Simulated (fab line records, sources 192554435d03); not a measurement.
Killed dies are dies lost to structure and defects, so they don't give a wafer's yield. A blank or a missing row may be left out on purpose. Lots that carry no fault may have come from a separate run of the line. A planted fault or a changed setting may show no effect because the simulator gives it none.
Split-lot experiment || flow n5-finfet || route with 1938 steps; 7 lots, 21 wafers read

== SPLIT DETAILS ==
At N5_BEOL_M1_ETCH_64 (etches SOC in N2/H2, target depth 75 nm, overetch 15 nm, time 112.5 s), the setting bias-w was moved away from the recipe's 150 W on 9 of the 21 wafers read, by -15.0% to +16.6%. For the rest of the wafers, this setting stayed at what the recipe calls for.

The reading comes from the split's own step.

== THE READING ==
rf-vpp-V, in V, at N5_BEOL_M1_ETCH_64 (etches SOC in N2/H2, target depth 75 nm, overetch 15 nm, time 112.5 s). A value of 523.8 V with a standard deviation of 2.1 V is what fault-free wafers of this fab line usually give.

{"wafer": "L076.3", "tool, chamber at the split": "rie-diel-06, 3", "bias-w as run, W": 174.9, "against the recipe": "+16.6%", "rf-vpp-V, V": 576.1, "against lot-mates on the recipe": "+50.8"}
{"wafer": "L076.4", "tool, chamber at the split": "rie-diel-06, 2", "bias-w as run, W": 150, "against the recipe": "recipe", "rf-vpp-V, V": 525.3, "against lot-mates on the recipe": "-"}
{"wafer": "L076.6", "tool, chamber at the split": "rie-diel-06, 1", "bias-w as run, W": 174.9, "against the recipe": "+16.6%", "rf-vpp-V, V": 577.0, "against lot-mates on the recipe": "+51.7"}
{"wafer": "L078.1", "tool, chamber at the split": "rie-diel-04, 0", "bias-w as run, W": 150, "against the recipe": "recipe", "rf-vpp-V, V": 526.1, "against lot-mates on the recipe": "-"}
{"wafer": "L078.2", "tool, chamber at the split": "rie-diel-04, 2", "bias-w as run, W": 172.7, "against the recipe": "+15.1%", "rf-vpp-V, V": 569.6, "against lot-mates on the recipe": "+43.8"}
{"wafer": "L078.5", "tool, chamber at the split": "rie-diel-04, 0", "bias-w as run, W": 150, "against the recipe": "recipe", "rf-vpp-V, V": 525.5, "against lot-mates on the recipe": "-"}
{"wafer": "L079.1", "tool, chamber at the split": "rie-diel-01, 3", "bias-w as run, W": 166.5, "against the recipe": "+11.0%", "rf-vpp-V, V": 559.9, "against lot-mates on the recipe": "+34.1"}
{"wafer": "L079.2", "tool, chamber at the split": "rie-diel-01, 2", "bias-w as run, W": 166.5, "against the recipe": "+11.0%", "rf-vpp-V, V": 559.6, "against lot-mates on the recipe": "+33.8"}
{"wafer": "L079.5", "tool, chamber at the split": "rie-diel-01, 2", "bias-w as run, W": 150, "against the recipe": "recipe", "rf-vpp-V, V": 525.8, "against lot-mates on the recipe": "-"}
{"wafer": "L081.1", "tool, chamber at the split": "rie-diel-04, 0", "bias-w as run, W": 161.5, "against the recipe": "+7.7%", "rf-vpp-V, V": 551.0, "against lot-mates on the recipe": "+27.2"}
{"wafer": "L081.2", "tool, chamber at the split": "rie-diel-04, 2", "bias-w as run, W": 150, "against the recipe": "recipe", "rf-vpp-V, V": 520.9, "against lot-mates on the recipe": "-"}
{"wafer": "L081.4", "tool, chamber at the split": "rie-diel-04, 1", "bias-w as run, W": 150, "against the recipe": "recipe", "rf-vpp-V, V": 526.7, "against lot-mates on the recipe": "-"}
{"wafer": "L082.2", "tool, chamber at the split": "rie-diel-06, 0", "bias-w as run, W": 127.5, "against the recipe": "-15.0%", "rf-vpp-V, V": 468.8, "against lot-mates on the recipe": "no lot-mate on the recipe"}
{"wafer": "L082.3", "tool, chamber at the split": "rie-diel-06, 3", "bias-w as run, W": 127.5, "against the recipe": "-15.0%", "rf-vpp-V, V": 471.4, "against lot-mates on the recipe": "no lot-mate on the recipe"}
{"wafer": "L082.5", "tool, chamber at the split": "rie-diel-06, 1", "bias-w as run, W": 127.5, "against the recipe": "-15.0%", "rf-vpp-V, V": 471.8, "against lot-mates on the recipe": "no lot-mate on the recipe"}
{"wafer": "L084.2", "tool, chamber at the split": "rie-diel-01, 3", "bias-w as run, W": 150, "against the recipe": "recipe", "rf-vpp-V, V": 524.7, "against lot-mates on the recipe": "-"}
{"wafer": "L084.3", "tool, chamber at the split": "rie-diel-01, 1", "bias-w as run, W": 150, "against the recipe": "recipe", "rf-vpp-V, V": 526.6, "against lot-mates on the recipe": "-"}
{"wafer": "L084.5", "tool, chamber at the split": "rie-diel-01, 1", "bias-w as run, W": 150, "against the recipe": "recipe", "rf-vpp-V, V": 526.6, "against lot-mates on the recipe": "-"}
{"wafer": "L095.2", "tool, chamber at the split": "rie-diel-04, 1", "bias-w as run, W": 150, "against the recipe": "recipe", "rf-vpp-V, V": 525.5, "against lot-mates on the recipe": "-"}
{"wafer": "L095.3", "tool, chamber at the split": "rie-diel-04, 2", "bias-w as run, W": 150, "against the recipe": "recipe", "rf-vpp-V, V": 521.5, "against lot-mates on the recipe": "-"}
{"wafer": "L095.5", "tool, chamber at the split": "rie-diel-04, 3", "bias-w as run, W": 150, "against the recipe": "recipe", "rf-vpp-V, V": 521.6, "against lot-mates on the recipe": "-"}

FIT RESULTS
A straight line over all 21 wafers: rf-vpp-V changes by +3.33 V for each +1% of bias-w; r = +1.00; the points scatter about the line by 2.6 V.
The same after taking each lot's own level away (the mean of its wafers on the recipe; 18 wafers): +3.06 V for each +1%; r = +1.00; scatter 1.8 V.
According to that fit, moving bias-w by its largest amount changes the reading by 51 V.
Measured against the standard deviation above, the lots' own levels, which go from 522.87 to 525.97 V, span 1.5 times it.
The two slopes agree, so the slope changes little with the lot-to-lot level.
Check: for one of the wafers moved furthest among these (+16.6%), held out of the fit, the line's prediction against its lot-mates is +51 V. It came out at +50.8 V against them.
Tool readings at the split's step, against how far the setting was moved: rf-vpp-V r = +1.00.

== THESE WAFERS: OTHER SPLITS ==
These wafers also went through other splits before the reading. Each is held against what the fit with the lots' levels taken away leaves over:
{"other split on the same wafers": "N5_GATE_CUT_ETCH_36 cf4-flow-sccm", "wafers away from the commonest value": 4, "r with rf-vpp-V (lot level and that fit taken away)": -0.04}
{"other split on the same wafers": "N5_MOL_CONTACT_COAG_SPUTTER_130 power-w", "wafers away from the commonest value": 6, "r with rf-vpp-V (lot level and that fit taken away)": -0.43}
{"other split on the same wafers": "N5_MOL_CONTACT_COAG_COAT_64 spin-rpm", "wafers away from the commonest value": 4, "r with rf-vpp-V (lot level and that fit taken away)": "+0.18"}
{"other split on the same wafers": "N5_BEOL_M0_SAQP_SPACER1_ALD_98 ald-cycles", "wafers away from the commonest value": 8, "r with rf-vpp-V (lot level and that fit taken away)": -0.22}
{"other split on the same wafers": "N5_BEOL_M0_ETCH_138 source-w", "wafers away from the commonest value": 6, "r with rf-vpp-V (lot level and that fit taken away)": "+0.34"}
{"other split on the same wafers": "N5_BEOL_M1_COAT_05 spin-rpm", "wafers away from the commonest value": 8, "r with rf-vpp-V (lot level and that fit taken away)": "+0.10"}

== THE WHOLE CHAIN: every reading that the file lists as answering this split, in the file's order ==
{"step": "N5_BEOL_M1_ETCH_64", "what it does": "etches SOC in N2/H2, target depth 75 nm, overetch 15 nm, time 112.5 s", "reading": "rf-vpp-V", "change (the file's fit)": "+3.06 V for each +1% of the setting", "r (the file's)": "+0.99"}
{"step": "N5_BEOL_M1_ETCH_64", "what it does": "etches SOC in N2/H2, target depth 75 nm, overetch 15 nm, time 112.5 s", "reading": "SiARC_of_BEOL_M1_COAT_62.thk-nm (the simulator's own value, which no gauge read)", "change (the file's fit)": "-0.0757 nm for each +1% of the setting", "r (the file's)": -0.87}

== FILE'S OWN FIT ==
rf-vpp-V changes by +3.06 V for each +1% of bias-w, r = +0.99.
